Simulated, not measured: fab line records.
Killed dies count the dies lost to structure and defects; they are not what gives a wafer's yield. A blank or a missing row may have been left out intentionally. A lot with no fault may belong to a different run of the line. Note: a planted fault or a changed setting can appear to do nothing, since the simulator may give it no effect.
Problem report in the 8D (eight disciplines) form, filled by code + flow n5_finfet + the parts of the form that need people (team, actions taken, sign-off) are left out

== 1. WHAT IS WRONG ==
exposure_dose_mJ_cm2 at N5_BEOL_M2_EXPOSE_25 reads a mean of 65.17 on 6 wafers of 2 lots; wafers without a fault read 62.96 with a standard deviation of 0.058. Measured from the usual mean, that is +38 standard deviations.
The step: exposes mask V1, defocus 5 nm.
Earliest sighting: wafer L238.1 on euv_scanner-01 at day 9 04:17. Wafers with a number at this step in the record: 18, from 6 lots. By rule, "out" or "out of limits" means more than 4 standard deviations away from the usual mean. The other wafers with a number count as sound.

== 2. WHAT IT IS AND WHAT IT IS NOT ==
| question                    | is                     | is not                                                                         |
|-----------------------------|------------------------|--------------------------------------------------------------------------------|
| which readings at this step | exposure_dose_mJ_cm2   | -                                                                              |
| which lots                  | L238, L241             | L228, L242, L246, L247                                                         |
| which wafers of those lots  | all that have a number | -                                                                              |
| read on which tools         | euv_scanner-01         | euv_scanner-02                                                                 |
| when                        | from day 9 04:17       | up to then (3 sound wafers); but 9 sound wafers of L242, L246, L247 came after |

== 3. WHAT RULES OUT EACH SUSPECT ==
Counting: any tool at a process step up to the reading is kept as a suspect provided that every lot that is out went through it and no sound lot did after the first of them.
- rie_diel-04 at N5_BEOL_M2_STRIP_66 (strips in CF4): ruled out as a lasting fault. The sound lots L246 went through it after L238, its earliest lot that is out (day 9 03:46).
- rie_metal-01 at N5_BEOL_M2_HM_OPEN_17 (chemistry Cl2/BCl3, target TiN, target depth 20 nm, overetch 6 nm): ruled out as a lasting fault. The sound lots L242, L247 went through it after L238, its earliest lot that is out (day 9 03:48).
- euv_scanner-01 at N5_BEOL_M2_EXPOSE_25 (exposes mask V1, defocus 5 nm): kept. It processed each lot that is out, first L238 at day 9 04:17, and no sound lot thereafter; up to then, the last sound lot it processed was L228 at day 6 15:29. Its own readings are out on those wafers: exposure_dose_mJ_cm2.
Remaining after the count: euv_scanner-01 at N5_BEOL_M2_EXPOSE_25.

== 4. THE CAUSE (what the simulator had put in) ==
Process parameter drift: euv_scanner-01, from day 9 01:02 on, at N5_BEOL_M2_EXPOSE_25. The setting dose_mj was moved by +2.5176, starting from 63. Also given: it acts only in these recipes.
The count eliminated every tool but this one.

== 5. SEQUENCE OF EFFECTS, ordered by route ==
Each row: a reading whose mean over the struck wafers that have a number lies more than 3 standard deviations from the usual. Only readings for which the record gives a usual standard deviation are gone through. hours: the time from each lot's start at the first step in this table that gives one to its start at this step, as a median over the lots. sigmas: the change in usual standard deviations.
| hours | step                 | reading              | usual | on struck wafers | change | sigmas |
|-------|----------------------|----------------------|-------|------------------|--------|--------|
| 0     | N5_BEOL_M2_EXPOSE_25 | exposure_dose_mJ_cm2 | 62.96 | 65.17            | +2.21  | +38    |
Its process steps:
- N5_BEOL_M2_EXPOSE_25: exposes mask V1, defocus 5 nm.
At these later measuring or inspecting steps, every struck wafer for which the step has a row has a number for every such reading, and none has moved that far: N5_BEOL_M2_CD_MEAS_28, N5_BEOL_M2_OVL_MEAS_29, N5_BEOL_M4_RC_MEAS_101.

== 6. WHAT WOULD HAVE CAUGHT IT SOONER ==
In this record the first reading out of limits was taken at day 9 04:17, 3 hours after the fault began at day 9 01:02.
